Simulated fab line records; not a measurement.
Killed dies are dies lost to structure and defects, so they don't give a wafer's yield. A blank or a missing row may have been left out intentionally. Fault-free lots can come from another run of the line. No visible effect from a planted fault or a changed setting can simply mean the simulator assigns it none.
Chamber matching	flow nand-harc	ald-metal-01 running NHARC_A_WL_FILL_ALD_02: 4 sister chambers
The step deposits TiN, target thk 2 nm, pulse time 3 s, ald cycles 100. 14 wafers are shown with their chamber, then 7 later ones without.

WAFERS WITH THEIR CHAMBER
wafer	chamber	heater-power-outer-w (W)	heater-power-w (W)	precursor-pulse-height-rel
L075.1	1	608	941	0.979
L075.4	3	702	1043	1.019
L075.6	3	690	1078	1.021
L078.1	2	624	985	1.019
L078.2	0	643	1060	1.044
L078.6	3	695	1060	1.032
L080.1	1	651	989	0.985
L080.2	2	629	978	0.984
L080.4	3	699	1089	0.990
L087.2	2	628	983	0.990
L087.5	2	640	974	1.022
L087.6	1	626	968	1.004
L088.3	2	636	999	0.991
L088.5	2	617	1007	0.990

SIGNATURES (means of the wafers above)
reading	chamber 0	chamber 1	chamber 2	chamber 3	scatter within a chamber
heater-power-outer-w	643.00	628.33	629.00	696.50	11.6
heater-power-w	1060.00	966.00	987.67	1067.50	17.9
precursor-pulse-height-rel	1.04400	0.98933	0.99933	1.01550	0.0164
Rule: for a wafer and a chamber, the distance is found by dividing, reading by reading, the gap between the wafer's reading and the chamber's mean by the reading's scatter, squaring, summing and taking the root. The wafer belongs to the nearest chamber; if the next one is less than 2 further off, it can't be placed. How the scatter is found: for the shown wafers, subtract from each reading the mean of its chamber, square and add these, divide the total by (wafers less chambers), then take the root.

WAFERS MISSING THEIR CHAMBER
wafer	heater-power-outer-w (W)	heater-power-w (W)	precursor-pulse-height-rel
L088.6	631	1015	0.997
L091.1	641	977	1.012
L091.2	641	1051	0.982
L091.3	635	960	0.996
L096.1	651	1010	1.005
L096.4	716	1094	0.982
L096.6	639	979	1.021

WHICH CHAMBER EACH WENT THROUGH
wafer	from the rows above	in truth
L088.6	can't be placed: 2 or 1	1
L091.1	can't be placed: 2 or 1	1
L091.2	can't be placed: 0 or 2 or 1 or 3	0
L091.3	can't be placed: 1 or 2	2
L096.1	can't be placed: 2 or 1 or 0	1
L096.4	3	3
L096.6	can't be placed: 2 or 1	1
Placed correctly: 1 of 7. Can't be placed from these rows: 6 (the true chamber is among the candidates in 6). Number placed wrongly: 0.
